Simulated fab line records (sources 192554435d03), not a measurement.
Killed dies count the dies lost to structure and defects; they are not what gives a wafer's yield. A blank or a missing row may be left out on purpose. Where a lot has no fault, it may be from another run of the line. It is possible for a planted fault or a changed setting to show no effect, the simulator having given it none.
Matching of chambers / flow n5 finfet / N5_BEOL_M10_ILD_DEP_00 on pecvd-04: 3 sister chambers
The step deposits SiCOH lowk from DEMS/porogen, target thk 308.51 nm, time 58 s. 20 wafers are shown with their chamber, then 10 later ones without.

WAFERS PAIRED WITH THEIR CHAMBERS
wafer=L074.1; chamber=0; throttle valve pct (%)=15.1; heater power w (W)=294; susceptor temp C (C)=300.11
wafer=L074.2; chamber=2; throttle valve pct (%)=14.0; heater power w (W)=316; susceptor temp C (C)=299.76
wafer=L074.3; chamber=1; throttle valve pct (%)=14.1; heater power w (W)=339; susceptor temp C (C)=299.81
wafer=L076.2; chamber=1; throttle valve pct (%)=13.8; heater power w (W)=343; susceptor temp C (C)=299.65
wafer=L076.5; chamber=1; throttle valve pct (%)=14.1; heater power w (W)=345; susceptor temp C (C)=300.23
wafer=L076.6; chamber=0; throttle valve pct (%)=15.1; heater power w (W)=294; susceptor temp C (C)=300.21
wafer=L078.2; chamber=0; throttle valve pct (%)=14.8; heater power w (W)=263; susceptor temp C (C)=300.18
wafer=L078.4; chamber=0; throttle valve pct (%)=15.0; heater power w (W)=279; susceptor temp C (C)=300.49
wafer=L078.6; chamber=0; throttle valve pct (%)=15.2; heater power w (W)=290; susceptor temp C (C)=300.27
wafer=L083.3; chamber=0; throttle valve pct (%)=15.0; heater power w (W)=328; susceptor temp C (C)=299.85
wafer=L083.4; chamber=2; throttle valve pct (%)=12.4; heater power w (W)=288; susceptor temp C (C)=299.99
wafer=L083.5; chamber=1; throttle valve pct (%)=13.9; heater power w (W)=337; susceptor temp C (C)=299.90
wafer=L085.1; chamber=1; throttle valve pct (%)=13.9; heater power w (W)=310; susceptor temp C (C)=300.12
wafer=L085.4; chamber=2; throttle valve pct (%)=12.7; heater power w (W)=258; susceptor temp C (C)=299.90
wafer=L085.5; chamber=1; throttle valve pct (%)=13.9; heater power w (W)=326; susceptor temp C (C)=299.79
wafer=L089.2; chamber=0; throttle valve pct (%)=15.1; heater power w (W)=312; susceptor temp C (C)=300.25
wafer=L089.3; chamber=1; throttle valve pct (%)=14.0; heater power w (W)=330; susceptor temp C (C)=299.62
wafer=L089.6; chamber=1; throttle valve pct (%)=13.8; heater power w (W)=320; susceptor temp C (C)=299.55
wafer=L090.4; chamber=2; throttle valve pct (%)=12.5; heater power w (W)=257; susceptor temp C (C)=299.82
wafer=L090.5; chamber=0; throttle valve pct (%)=15.0; heater power w (W)=315; susceptor temp C (C)=300.32

SIGNATURES (averages over the wafers above)
reading=throttle valve pct; chamber 0=15.037; chamber 1=13.938; chamber 2=12.900; scatter within a chamber=0.331
reading=heater power w; chamber 0=296.88; chamber 1=331.25; chamber 2=279.75; scatter within a chamber=19.5
reading=susceptor temp C; chamber 0=300.2100; chamber 1=299.8338; chamber 2=299.8675; scatter within a chamber=0.199
Rule: a wafer lies at a distance from a chamber equal to the root of the sum of squares, over the readings, of (its reading less the chamber's mean, divided by the reading's scatter). If the next closest chamber is less than 2 further off than the closest, the wafer can't be placed; otherwise it belongs to the closest. The scatter: take each reading less its chamber's mean, square it, sum over the shown wafers, divide by the number of wafers less the number of chambers, and take the root.

WAFERS WITH NO CHAMBER GIVEN
wafer=L090.6; throttle valve pct (%)=14.0; heater power w (W)=313; susceptor temp C (C)=300.15
wafer=L093.1; throttle valve pct (%)=12.7; heater power w (W)=305; susceptor temp C (C)=300.18
wafer=L093.3; throttle valve pct (%)=14.8; heater power w (W)=310; susceptor temp C (C)=299.96
wafer=L093.4; throttle valve pct (%)=12.6; heater power w (W)=313; susceptor temp C (C)=300.15
wafer=L094.4; throttle valve pct (%)=14.0; heater power w (W)=334; susceptor temp C (C)=299.82
wafer=L094.5; throttle valve pct (%)=12.7; heater power w (W)=276; susceptor temp C (C)=300.01
wafer=L094.6; throttle valve pct (%)=15.4; heater power w (W)=271; susceptor temp C (C)=300.09
wafer=L095.2; throttle valve pct (%)=12.8; heater power w (W)=312; susceptor temp C (C)=300.42
wafer=L095.3; throttle valve pct (%)=15.3; heater power w (W)=284; susceptor temp C (C)=300.04
wafer=L095.5; throttle valve pct (%)=14.0; heater power w (W)=312; susceptor temp C (C)=300.22

WHICH CHAMBER EACH WENT THROUGH
wafer=L090.6; from the rows above=can't be placed: 1 or 0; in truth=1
wafer=L093.1; from the rows above=2; in truth=2
wafer=L093.3; from the rows above=can't be placed: 0 or 1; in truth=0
wafer=L093.4; from the rows above=2; in truth=2
wafer=L094.4; from the rows above=1; in truth=1
wafer=L094.5; from the rows above=2; in truth=2
wafer=L094.6; from the rows above=0; in truth=0
wafer=L095.2; from the rows above=can't be placed: 2 or 1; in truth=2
wafer=L095.3; from the rows above=0; in truth=0
wafer=L095.5; from the rows above=can't be placed: 1 or 0 or 2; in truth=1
Placed correctly: 6 of 10. From these rows, 4 cannot be placed; in 4 the true chamber is one of the candidates. Number placed wrongly: 0.
